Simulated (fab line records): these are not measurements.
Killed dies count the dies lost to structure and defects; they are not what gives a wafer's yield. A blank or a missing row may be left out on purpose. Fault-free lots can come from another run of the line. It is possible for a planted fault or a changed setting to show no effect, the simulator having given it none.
Matching of chambers ; flow nand harc ; 4 sister chambers for NHARC_A_STAIRCASE_TRIM_20 on rie diel-09
The step chemistry O2, time 211.2 s. 22 wafers are shown with their chamber, then 11 later ones without.

== EACH WAFER AND ITS CHAMBER ==
wafer;chamber;showerhead plenum p Torr (Torr);rf vpp V (V);oes product au (a.u.)
L074.2;2;3.51;58.6;1.007
L074.5;1;3.80;58.8;1.013
L074.6;2;3.51;57.1;1.004
L075.3;0;3.53;58.5;1.003
L075.4;1;3.80;59.2;1.026
L075.6;3;3.29;57.5;1.020
L076.3;0;3.53;57.7;1.001
L076.4;1;3.80;58.9;1.020
L076.6;2;3.51;57.6;1.004
L083.1;3;3.27;57.8;1.017
L083.5;3;3.27;58.5;1.007
L083.6;0;3.51;57.0;1.017
L085.2;3;3.26;56.5;1.001
L085.4;3;3.26;58.2;0.998
L085.6;1;3.78;58.4;1.010
L087.2;1;3.78;58.4;1.007
L087.4;3;3.26;58.9;1.006
L087.6;2;3.49;58.0;0.993
L089.4;0;3.51;56.5;0.989
L089.5;3;3.81;57.8;1.011
L089.6;2;3.48;57.7;1.000
L090.1;2;3.48;56.8;0.998

SIGNATURES (means of the wafers above)
reading;chamber 0;chamber 1;chamber 2;chamber 3;scatter within a chamber
showerhead plenum p Torr;3.5200;3.7920;3.4967;3.3457;0.119
rf vpp V;57.425;58.740;57.633;57.886;0.682
oes product au;1.00250;1.01520;1.00100;1.00857;0.00798
Rule: a wafer's distance from a chamber is the root of the sum, over the readings, of the square of ((its reading less the chamber's mean) divided by the reading's scatter). If the next closest chamber is less than 2 further off than the closest, the wafer can't be placed; otherwise it belongs to the closest. The scatter is the square root of a quotient: the sum, over the shown wafers, of each reading's squared deviation from its chamber's mean, divided by wafers minus chambers.

== WAFERS WITH NO CHAMBER GIVEN ==
wafer;showerhead plenum p Torr (Torr);rf vpp V (V);oes product au (a.u.)
L090.4;3.78;57.4;1.022
L090.5;3.51;58.0;0.993
L094.4;3.77;57.4;1.023
L094.5;3.77;59.4;1.018
L094.6;3.47;57.7;0.999
L095.2;3.79;57.6;1.022
L095.3;3.47;58.0;1.011
L095.6;3.76;59.3;1.027
L096.3;3.79;59.4;1.022
L096.4;3.76;58.4;1.024
L096.5;3.49;57.3;0.992

== WHICH CHAMBER EACH ONE RAN IN ==
wafer;from the rows above;in truth
L090.4;can't be placed: 1 or 0 or 2 or 3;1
L090.5;can't be placed: 2 or 0 or 3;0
L094.4;can't be placed: 1 or 0 or 2 or 3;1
L094.5;1;1
L094.6;can't be placed: 2 or 0 or 3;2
L095.2;can't be placed: 1 or 0 or 2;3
L095.3;can't be placed: 3 or 2 or 0 or 1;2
L095.6;1;1
L096.3;1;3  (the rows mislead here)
L096.4;1;1
L096.5;can't be placed: 2 or 0 or 3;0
Placed correctly: 3 of 11. These rows do not allow placing 7 (true chamber among the candidates in 6). 1 placed wrongly.
